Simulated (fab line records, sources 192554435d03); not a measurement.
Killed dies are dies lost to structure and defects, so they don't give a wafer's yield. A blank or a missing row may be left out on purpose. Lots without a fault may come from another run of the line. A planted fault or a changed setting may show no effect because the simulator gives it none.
fab line records | flow n5_finfet
record lots=11 wafers=31 last_day=17
route steps=1938 shown BEOL_M2@918 BEOL_M3@932 BEOL_M4@1111 PASSIVATION@1936
lots that met no fault: from a run of the same line without faults
start_h: hours from the record's first day to the start of the lot's first wafer shown | wait_h: hours since the lot's step before | " the same as in the row above | L1.1+2: a row that stands for several wafers | - no value, or no start given | * or withheld: withheld | < > ~ a bound
route shown NAME@n: a module of which the file shows steps, and the number in the route of the first | usual: mean/standard deviation of fault-free wafers | same: alike in all rows | chamber/n: place in a boat | sites: the reading at each site | _std_site: their standard deviation | _edge_site: outer sites' mean less inner sites' | radius_mm: how far each site lies from the wafer's centre | mask NAME#n: copy n | behind: the tool/chamber that last shaped the wafer | hold: why the lot was held/for how many hours/how that ended | device: the transistor (n, p or np) that didn't switch | end of line: the same wafers' tests at the end of the route | a step without rows: its recipe alone | killed: dies lost to structure and defects at the first sort, not the wafer's yield | map: a wafer's dies, x killed, . not, _ none there
set.NAME: the setting as run; set.NAME@STEP: as run at that earlier step | model.NAME: the simulator's own value behind a step, which no gauge read
steps of the route over a sample of lots; a table a step, a row a wafer
services: from which hour (start_h, from the record's first day; less than 0 if before it) a tool's chamber was out of use, for how many hours, and why
## steps
# step N5_BEOL_M2_SPUTTER_94
# recipe material=Cu target_thk_a=45 temp_c=-20 chamber_pressure_pa=0.07 power_w=withheld time_s=8.29
# usual chuck_gas_flow_sccm=1.26/0.05 throttle_valve_pct=29.7/0.87
# columns lot.wafer tool chamber start_h wait_h chuck_gas_flow_sccm throttle_valve_pct
L299.1 pvd_sputter-02 - 146.48 0.1 1.24 29.4
L299.4 " - " " 1.27 30.2
L299.6 " - " " 1.24 31.3
L300.2 pvd_sputter-01 - 146.60 0.1 1.23 29.8
L300.3 " - " " 1.31 29.3
L300.4 " - " " 1.29 28.1
L301.2 pvd_sputter-02 - 156.32 0.1 1.25 29.3
L301.3 " - " " 1.32 29.6
L301.5 " - " " 1.25 29.3
L304.2 pvd_sputter-03 - 175.42 0.1 1.30 31.6
L304.3 " - " " 1.21 29.5
L304.6 " - " " 1.25 28.7
L305.2 pvd_sputter-01 - 184.79 0.1 1.27 28.3
L305.3 " - " " 1.28 29.6
L305.4 " - " " 1.28 29.9
L311.2 pvd_sputter-02 - 225.42 0.1 1.23 31.1
L311.4 " - " " 1.31 30.3
L313.1 pvd_sputter-03 - 230.40 0.1 1.24 29.1
L313.2 " - " " 1.26 31.5
L315.3 pvd_sputter-02 - 237.39 0.1 1.24 30.5
L315.4 " - " " 1.17 29.2
L315.5 " - " " 1.27 30.3
L318.1 pvd_sputter-01 - 266.41 0.1 1.32 29.9
L318.4 " - " " 1.27 29.3
L318.5 " - " " 1.24 29.4
L319.1 pvd_sputter-01 - 269.43 0.1 1.25 28.1
L319.4 " - " " 1.30 29.6
L319.6 " - " " 1.31 29.5
L321.1 pvd_sputter-03 - 280.42 0.1 1.23 28.8
L321.2 " - " " 1.30 28.6
L321.5 " - " " 1.29 28.5
# step N5_BEOL_M2_CO_CAP_55
# recipe material=Co target_thk_a=20 temp_c=200 precursor=CCTBA/H2 pressure_torr=30 time_s=102.1
# usual chamber_pressure_Torr=30.00/0.062 heater_power_w=229/22 run_length_s=124.6/0.41
# columns lot.wafer tool chamber start_h wait_h chamber_pressure_Torr heater_power_w run_length_s since_wet_clean_h
L299.1 cvd_co-01 0 147.56 0.0 29.96 213 124.6 908
L299.4 " 2 " " 29.92 281 124.7 -
L299.6 " 0 " " 30.00 207 124.9 -
L300.2 cvd_co-02 1 147.69 0.0 29.99 225 124.6 1126
L300.3 " 2 " " 30.00 236 124.2 230
L300.4 " 2 " " 30.02 237 123.7 -
L301.2 cvd_co-02 1 157.41 0.0 29.95 229 125.0 1136
L301.3 " 2 " " 30.05 233 123.7 239
L301.5 " 1 " " 30.02 223 125.2 -
L304.2 cvd_co-01 2 176.50 0.0 30.01 269 125.1 477
L304.3 " 1 " " 29.99 213 124.4 37
L304.6 " 1 " " 30.02 211 124.4 -
L305.2 cvd_co-01 1 185.92 0.0 29.82 214 124.7 46
L305.3 " 2 " " 30.00 282 125.2 487
L305.4 " 2 " " 29.95 278 124.9 -
L311.2 cvd_co-02 2 226.52 0.0 30.00 235 102.6 309
L311.4 " 1 " " 29.96 222 125.2 -
L313.1 cvd_co-02 2 231.49 0.0 29.98 229 103.0 313
L313.2 " 1 " " 30.10 224 103.2 1210
L315.3 cvd_co-01 0 238.64 0.0 30.02 215 124.8 999
L315.4 " 2 " " 30.03 269 125.0 -
L315.5 " 1 " " 30.06 215 124.1 -
L318.1 cvd_co-01 2 267.54 0.0 30.01 272 125.3 568
L318.4 " 1 " " 30.02 210 124.4 -
L318.5 " 0 " " 30.00 215 124.6 -
L319.1 cvd_co-01 0 270.54 0.0 30.07 205 124.9 1031
L319.4 " 2 " " 30.01 282 124.9 -
L319.6 " 0 " " 29.97 206 124.5 -
L321.1 cvd_co-01 1 281.50 0.0 30.05 218 124.3 142
L321.2 " 2 " " 29.89 275 125.5 582
L321.5 " 0 " " 30.02 210 125.0 -
# step N5_BEOL_M3_THK_MEAS_01
# recipe reads=SiOC_of_BEOL_M3_ILD_DEP_00
# usual M3_ILD_THK=78.9/0.91
# columns lot.wafer tool chamber start_h wait_h M3_ILD_THK[nm]
L299.1 film_metro-02 - 147.88 0.0 78.6
L299.4 " - " " 79.7
L299.6 " - " " 80.8
L300.2 film_metro-02 - 148.00 0.1 79.2
L300.3 " - " " 77.8
L300.4 " - " " 79.3
L301.2 film_metro-01 - 157.75 0.1 78.1
L301.3 " - " " 77.5
L301.5 " - " " 78.3
L304.2 film_metro-02 - 176.81 0.1 78.2
L304.3 " - " " 78.6
L304.6 " - " " 78.8
L305.2 film_metro-01 - 186.23 0.1 78.1
L305.3 " - " " 78.3
L305.4 " - " " 79.9
L311.2 film_metro-01 - 226.83 0.1 77.7
L311.4 " - " " 79.3
L313.1 film_metro-01 - 231.81 0.0 78.5
L313.2 " - " " 77.5
L315.3 film_metro-01 - 238.95 0.1 79.1
L315.4 " - " " 80.4
L315.5 " - " " 79.7
L318.1 film_metro-01 - 267.85 0.0 77.5
L318.4 " - " " 78.9
L318.5 " - " " 79.0
L319.1 film_metro-02 - 270.85 0.0 79.6
L319.4 " - " " 81.8
L319.6 " - " " 80.7
L321.1 film_metro-02 - 281.85 0.1 78.2
L321.2 " - " " 78.8
L321.5 " - " " 80.0
# step N5_BEOL_M3_PECVD_72
# recipe material=SiO2 target_thk_a=160 temp_c=400 precursor=TEOS/O2 pressure_torr=5.5 rf_w=450 teos_flow_sccm=53.8 gas=O2 flow_sccm=3000 time_s=18
# usual chamber_pressure_Torr=5.502/0.012 heater_power_w=711/78 showerhead_plenum_p_Torr=8.77/0.049 throttle_valve_pct=22.2/0.77
# columns lot.wafer tool chamber start_h wait_h chamber_pressure_Torr heater_power_w showerhead_plenum_p_Torr since_wet_clean_h throttle_valve_pct
L299.1 pecvd-02 0 147.92 0.0 5.489 824 8.79 249 20.8
L299.4 " 1 " " 5.506 715 8.75 - 22.9
L299.6 " 0 " " 5.494 831 8.80 - 21.0
L300.2 pecvd-01 1 148.04 0.0 5.507 802 8.73 1939 23.2
L300.3 " 1 " " 5.516 797 8.73 - 23.4
L300.4 " 2 " " 5.515 698 8.81 - 21.9
L301.2 pecvd-01 0 157.79 0.0 5.497 613 8.73 1224 22.1
L301.3 " 1 " " 5.479 746 8.73 1949 23.4
L301.5 " 0 " " 5.498 616 8.75 - 22.5
L304.2 pecvd-02 2 176.85 0.0 5.514 714 8.75 2149 22.9
L304.3 " 1 " " 5.525 705 8.76 1424 22.7
L304.6 " 2 " " 5.490 683 8.77 - 22.8
L305.2 pecvd-04 0 186.27 0.0 5.460 627 8.69 1071 22.6
L305.3 " 2 " " 5.527 836 8.79 317 20.9
L305.4 " 2 " " 5.502 818 8.79 - 21.0
L311.2 pecvd-02 0 226.87 0.0 5.490 801 8.81 328 21.0
L311.4 " 1 " " 5.512 713 8.78 - 22.8
L313.1 pecvd-02 0 231.85 0.0 5.505 744 8.79 333 21.2
L313.2 " 2 " " 5.504 707 8.73 0 21.3
L315.3 pecvd-02 0 238.99 0.0 5.487 737 8.81 340 21.0
L315.4 " 1 " " 5.515 708 8.79 - 22.9
L315.5 " 2 " " 5.500 760 8.75 - 21.8
L318.1 pecvd-01 1 267.89 0.0 5.510 793 8.73 2059 23.4
L318.4 " 1 " " 5.507 783 8.71 - 23.0
L318.5 " 2 " " 5.526 673 8.79 - 21.9
L319.1 pecvd-01 0 270.89 0.0 5.478 590 8.75 1337 22.1
L319.4 " 0 " " 5.483 623 8.75 - 22.0
L319.6 " 1 " " 5.489 803 8.70 - 23.3
L321.1 pecvd-02 0 281.88 0.0 5.493 707 8.78 383 21.5
L321.2 " 1 " " 5.506 632 8.77 1530 23.1
L321.5 " 0 " " 5.488 707 8.79 - 21.3
# step N5_BEOL_M4_RC_MEAS_101
# usual DIBL_N=36.2/1.7 DIBL_P=36.6/1.9 IOFF_N=0.16/0.032 IOFF_P=0.21/0.037 ION_N=675/12 ION_P=460/8.1 SS_N=71.4/0.58 SS_P=73.4/0.64 VT_N=249/3.2 VT_P=-252/3.4
# columns lot.wafer tool chamber start_h wait_h DIBL_N[mV/V] DIBL_P[mV/V] IOFF_N[nA/um] IOFF_P[nA/um] ION_N[uA/um] ION_P[uA/um] SS_N[mV/dec] SS_P[mV/dec] VT_N[mV] VT_P[mV]
L299.1 prober-02 0 169.36 0.0 36.7 37.2 0.17 0.23 665 465 71.8 73.2 250 -248
L299.4 " 0 " " 36.4 37.7 0.16 0.23 687 468 72.2 73.8 250 -247
L299.6 " 0 " " 33.9 34.4 0.13 0.18 668 465 71.1 72.9 252 -250
L300.2 prober-01 0 178.44 0.2 38.3 38.3 0.19 0.26 684 460 71.3 74.0 246 -247
L300.3 " 0 " " 40.0 40.5 0.24 0.31 685 469 72.7 74.1 244 -242
L300.4 " 0 " " 36.8 37.0 0.18 0.24 685 466 71.6 73.1 247 -246
L301.2 prober-02 0 183.29 0.2 38.1 38.5 0.19 0.23 682 462 72.5 73.5 248 -250
L301.3 " 0 " " 34.9 35.8 0.14 0.19 657 450 71.9 72.8 253 -253
L301.5 " 0 " " 36.7 37.3 0.17 0.21 676 462 71.4 73.5 250 -253
L304.2 prober-02 0 200.25 0.2 35.1 35.8 0.15 0.20 688 470 71.5 73.1 249 -250
L304.3 " 0 " " 34.4 34.5 0.14 0.19 674 460 71.0 72.3 246 -252
L304.6 " 0 " " 36.1 37.2 0.18 0.23 681 468 71.5 73.6 246 -248
L305.2 prober-02 0 203.56 0.2 36.8 38.0 0.17 0.21 669 454 72.3 73.7 248 -254
L305.3 " 0 " " 35.1 37.1 0.14 0.18 669 451 71.1 72.7 251 -251
L305.4 " 0 " " 36.4 37.7 0.16 0.20 672 450 71.1 73.2 246 -253
L311.2 prober-02 0 245.13 0.2 36.2 37.0 0.16 0.20 672 453 71.1 73.1 247 -253
L311.4 " 0 " " 33.7 33.3 0.12 0.15 665 450 71.1 72.2 252 -254
L313.1 prober-01 0 249.09 0.0 35.3 37.0 0.17 0.18 685 454 71.2 73.0 249 -258
L313.2 " 0 " " 33.8 34.9 0.14 0.15 671 444 71.3 73.1 250 -260
L315.3 prober-02 0 264.09 0.3 37.1 37.9 0.17 0.21 678 463 71.4 73.3 248 -251
L315.4 " 0 " " 35.6 35.9 0.15 0.17 657 450 71.7 73.1 248 -254
L315.5 " 0 " " 34.8 34.4 0.13 0.16 667 454 71.3 72.4 251 -255
L318.1 prober-02 0 286.74 0.0 36.8 36.1 0.13 0.19 656 448 71.4 72.4 253 -255
L318.4 " 0 " " 36.7 35.8 0.15 0.18 683 457 71.7 72.7 252 -256
L318.5 " 0 " " 37.9 37.3 0.15 0.20 671 461 71.1 73.7 250 -252
L319.1 prober-02 0 290.30 0.0 36.0 35.2 0.16 0.22 677 469 70.8 73.1 249 -249
L319.4 " 0 " " 37.7 37.2 0.18 0.24 697 471 71.9 73.8 247 -246
L319.6 " 0 " " 37.8 37.0 0.19 0.25 692 472 71.6 73.7 248 -247
L321.1 prober-02 0 296.75 0.0 37.0 35.9 0.16 0.21 680 465 71.2 72.9 249 -253
L321.2 " 0 " " 35.7 34.2 0.13 0.19 666 460 69.8 72.2 254 -250
L321.5 " 0 " " 37.2 37.3 0.17 0.23 684 469 71.0 73.9 249 -247
# step N5_PASSIVATION_PROBE_49
# usual defect_limited_yield=91.3/1.5 killed_at_M0_to_M3=35/10 killed_at_M4_up=12/4.6 killed_at_contacts=13/6.6 killed_at_front_end=39/11 killed_at_other=4/3.4 killed_dies=103/17 killed_open=67/13 killed_short=35/8.2 sort_bin_5_function=5.1/0.94 sort_bin_6_memory=3.2/0.7 sort_n_pass=1077/17 sort_yield_pct=91.3/1.5
# same gross_dies=1180 killed_at_back_side=0 sort_bin_4_leakage[%]=0 sort_bin_8_speed[%]=0
# columns lot.wafer tool chamber start_h wait_h defect_limited_yield[%] killed_at_M0_to_M3 killed_at_M4_up killed_at_contacts killed_at_front_end killed_at_other killed_dies killed_open killed_short sort_bin_5_function[%] sort_bin_6_memory[%] sort_n_pass sort_yield_pct[%]
L313.1 prober-02 - 352.70 0.0 92.6 30 11 18 16 12 87 50 37 4.7 2.4 1093 92.6
L313.2 prober-02 - 352.75 0.1 91.1 32 10 25 25 13 105 65 40 5.3 3.1 1075 91.1
# killed by level:class
L313.1 MOL_CONTACT_COAG:geometric_particle:open=13 BEOL_M0:geometric_particle:open=7 BEOL_M0:geometric_particle:short=5 MOL_CONTACT_COAG:geometric_particle:short=5 BEOL_M0_SAQP:geometric_particle:short=5 BEOL_M2:geometric_particle:open=4 MIM_TOP:geometric_particle:short=4 GATE_CUT:geometric_particle:short=3
L313.2 MOL_CONTACT_COAG:geometric_particle:open=17 BEOL_M3:geometric_particle:open=12 FIN_SAQP:geometric_particle:open=8 FIN_SAQP:geometric_particle:short=8 MOL_CONTACT_COAG:geometric_particle:short=8 BEOL_M2:geometric_particle:open=8 GATE_CUT:geometric_particle:short=4 PASS1_CAP:geometric_particle:short=4
## services
# columns tool chamber start_h hours kind
pecvd-02 1 153.69 6.7 repair
pvd_sputter-01 - 157.09 9.9 repair
pecvd-01 - 167.15 7.7 repair
pecvd-02 2 202.38 - clean
pecvd-02 2 202.38 - consumable_replace:showerhead
pecvd-02 2 202.38 29.0 scheduled_down
pecvd-02 2 202.38 29.0 vent_cycle
cvd_co-02 - 218.36 0.3 repair
pecvd-04 2 218.71 5.5 scheduled_down
pecvd-02 1 220.64 5.0 repair
cvd_co-01 - 241.24 2.8 pm
pecvd-01 - 246.76 2.8 pm
pecvd-01 0 274.91 19.8 repair
## key
first_sign step=N5_BEOL_M2_CO_CAP_55 reading=run_length_s direction=down sigmas=52 usual=* struck=*
effect none on later readings
met_at N5_BEOL_M2_CO_CAP_55
struck_lots L311,L313
struck_wafers L311.2,L313.1,L313.2
not_acting_at N5_BEOL_M2_SPUTTER_94,N5_BEOL_M3_THK_MEAS_01,N5_BEOL_M3_PECVD_72
onset_between 157.41 226.52
fault kind=process_parameter_drift tool=cvd_co-02 chamber=- onset_h=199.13 steps=N5_BEOL_M2_CO_CAP_55 channel=time_s offset=* shape=step end_h=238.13 scope=struck_wafers_only acts_in=* stated=*
